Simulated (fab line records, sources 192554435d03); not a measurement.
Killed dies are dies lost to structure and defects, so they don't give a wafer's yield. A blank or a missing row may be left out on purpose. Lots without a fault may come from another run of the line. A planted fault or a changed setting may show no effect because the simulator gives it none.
Which tool did it? | flow n5_finfet | 11 lots, 33 wafers sampled, at 5 steps of a route of 1938

WHAT THE GAUGES READ, wafer by wafer
N5_BEOL_M8_OCD_MEAS_38. Usual: trench_depth_nm 93.8 nm, standard deviation 2.
lot  | measured     | on     | trench_depth_nm (nm) | flag
L215 | day 9 05:13  | ocd-01 | 94.5 96.0 93.2       |
L217 | day 9 14:17  | ocd-01 | 94.3 93.5 94.0       |
L218 | day 9 22:14  | ocd-01 | 93.1 91.7 92.6       |
L220 | day 10 04:56 | ocd-01 | 89.6 92.4 88.6       |
L221 | day 10 07:44 | ocd-02 | 92.1 92.1 92.1       |
L223 | day 10 10:41 | ocd-01 | 94.0 96.9 93.0       |
L222 | day 10 13:59 | ocd-01 | 94.0 92.9 93.8       |
L236 | day 14 12:11 | ocd-01 | 96.9 91.8 92.5       |
L233 | day 15 08:32 | ocd-01 | 91.8 95.3 92.3       |
L237 | day 16 00:17 | ocd-02 | 97.7 93.3 92.5       |
L238 | day 16 12:37 | ocd-02 | 91.9 93.7 92.3       |

N5_BEOL_M9_THK_MEAS_01. Usual: M9_ILD_THK 267 nm, standard deviation 3.7.
lot  | measured     | on            | M9_ILD_THK (nm) | flag
L215 | day 9 08:45  | film_metro-02 | 266 271 268     |
L217 | day 9 18:24  | film_metro-02 | 263 273 266     |
L218 | day 10 01:10 | film_metro-02 | 272 275 269     |
L220 | day 10 07:56 | film_metro-02 | 263 269 268     |
L221 | day 10 10:26 | film_metro-02 | 274 268 274     |
L223 | day 10 13:21 | film_metro-02 | 264 266 268     |
L222 | day 10 16:41 | film_metro-02 | 262 265 265     |
L236 | day 14 15:46 | film_metro-01 | 271 272 271     |
L233 | day 15 11:19 | film_metro-02 | 268 270 286     |
L237 | day 16 07:35 | film_metro-02 | 270 268 267     |
L238 | day 16 16:13 | film_metro-02 | 260 267 271     |

WHICH TOOL RAN EACH LOT (tool, then ch and the chambers of the sampled wafers, then the start)
lot  | N5_BEOL_M8_DEGAS_44          | N5_BEOL_M8_SURFACE_TREAT_79  | N5_BEOL_M9_ILD_DEP_00
L215 | pvd_sputter-03, day 9 05:45  | pvd_sputter-03, day 9 06:10  | pecvd-03 ch 0,2, day 9 08:10
L217 | pvd_sputter-01, day 9 15:46  | pvd_sputter-02, day 9 16:18  | pecvd-03 ch 1,2, day 9 17:47
L218 | pvd_sputter-01, day 9 22:46  | pvd_sputter-01, day 9 23:08  | pecvd-03 ch 1,2, day 10 00:35
L220 | pvd_sputter-02, day 10 05:39 | pvd_sputter-02, day 10 06:10 | pecvd-03 ch 0,1,2, day 10 07:20
L221 | pvd_sputter-03, day 10 08:15 | pvd_sputter-02, day 10 08:38 | pecvd-01 ch 0,1, day 10 09:50
L223 | pvd_sputter-01, day 10 11:13 | pvd_sputter-02, day 10 11:35 | pecvd-03 ch 0,2, day 10 12:46
L222 | pvd_sputter-01, day 10 14:30 | pvd_sputter-03, day 10 14:53 | pecvd-03 ch 1,2, day 10 16:05
L236 | pvd_sputter-01, day 14 12:47 | pvd_sputter-01, day 14 13:14 | pecvd-01 ch 0,2, day 14 15:10
L233 | pvd_sputter-01, day 15 09:04 | pvd_sputter-01, day 15 09:28 | pecvd-01 ch 0,1, day 15 10:44
L237 | pvd_sputter-03, day 16 05:14 | pvd_sputter-01, day 16 05:47 | pecvd-03 ch 0,1,2, day 16 07:00
L238 | pvd_sputter-01, day 16 14:02 | pvd_sputter-02, day 16 14:25 | pecvd-03 ch 1,2, day 16 15:38
- N5_BEOL_M8_DEGAS_44: time 60 s.
- N5_BEOL_M8_SURFACE_TREAT_79
- N5_BEOL_M9_ILD_DEP_00: deposits SiCOH lowk from DEMS/porogen, target thk 308.51 nm, time 58 s.

WHAT THE TOOLS THEMSELVES READ (means of the sampled wafers that have a number; where no wafer has one, the mark that the record gives instead)
N5_BEOL_M8_DEGAS_44. Usual: heater_power_w 330 W, standard deviation 18.
lot  | tool           | heater_power_w (W) | flag
L215 | pvd_sputter-03 | 338                |
L217 | pvd_sputter-01 | 332                |
L218 | pvd_sputter-01 | 322                |
L220 | pvd_sputter-02 | 315                |
L221 | pvd_sputter-03 | 343                |
L223 | pvd_sputter-01 | 327                |
L222 | pvd_sputter-01 | 321                |
L236 | pvd_sputter-01 | 329                |
L233 | pvd_sputter-01 | 336                |
L237 | pvd_sputter-03 | 344                |
L238 | pvd_sputter-01 | 334                |

N5_BEOL_M9_ILD_DEP_00. Usual: heater_power_w 339 W, standard deviation 63; showerhead_plenum_p_Torr 5.738 Torr, standard deviation 0.016; throttle_valve_pct 14.3 %, standard deviation 0.53.
lot  | tool     | heater_power_w (W) | showerhead_plenum_p_Torr (Torr) | throttle_valve_pct (%) | flag
L215 | pecvd-03 | 331                | 5.745                           | 14.3                   |
L217 | pecvd-03 | 337                | 5.739                           | 14.4                   |
L218 | pecvd-03 | 354                | 5.726                           | 14.4                   |
L220 | pecvd-03 | 340                | 5.740                           | 14.3                   |
L221 | pecvd-01 | 306                | 5.743                           | 14.7                   |
L223 | pecvd-03 | 318                | 5.743                           | 14.4                   |
L222 | pecvd-03 | 314                | 5.741                           | 14.2                   |
L236 | pecvd-01 | 397                | 5.745                           | 14.8                   |
L233 | pecvd-01 | 317                | 5.757                           | 14.6                   |
L237 | pecvd-03 | 323                | 5.744                           | 14.7                   |
L238 | pecvd-03 | 329                | 5.737                           | 14.4                   |

THE ANSWER, worked out from the rows above alone
Rule: a lot is off if the mean of its wafers that have a number lies more than 3 standard deviations from the usual mean. A lot without any number at a reading at which 4 lots or more have one is off too. The other lots that the step has rows for count as sound. The gauges are gone through in route order, then the tools' own readings, and for those a lot's mean is taken as printed above. The first step at which some lot is off is used, and at that step the reading that is off furthest; a lot without a number counts as furthest.
No lot is off at any reading shown: from this, nothing can be told.

WHAT THE SIMULATOR HAD PUT IN
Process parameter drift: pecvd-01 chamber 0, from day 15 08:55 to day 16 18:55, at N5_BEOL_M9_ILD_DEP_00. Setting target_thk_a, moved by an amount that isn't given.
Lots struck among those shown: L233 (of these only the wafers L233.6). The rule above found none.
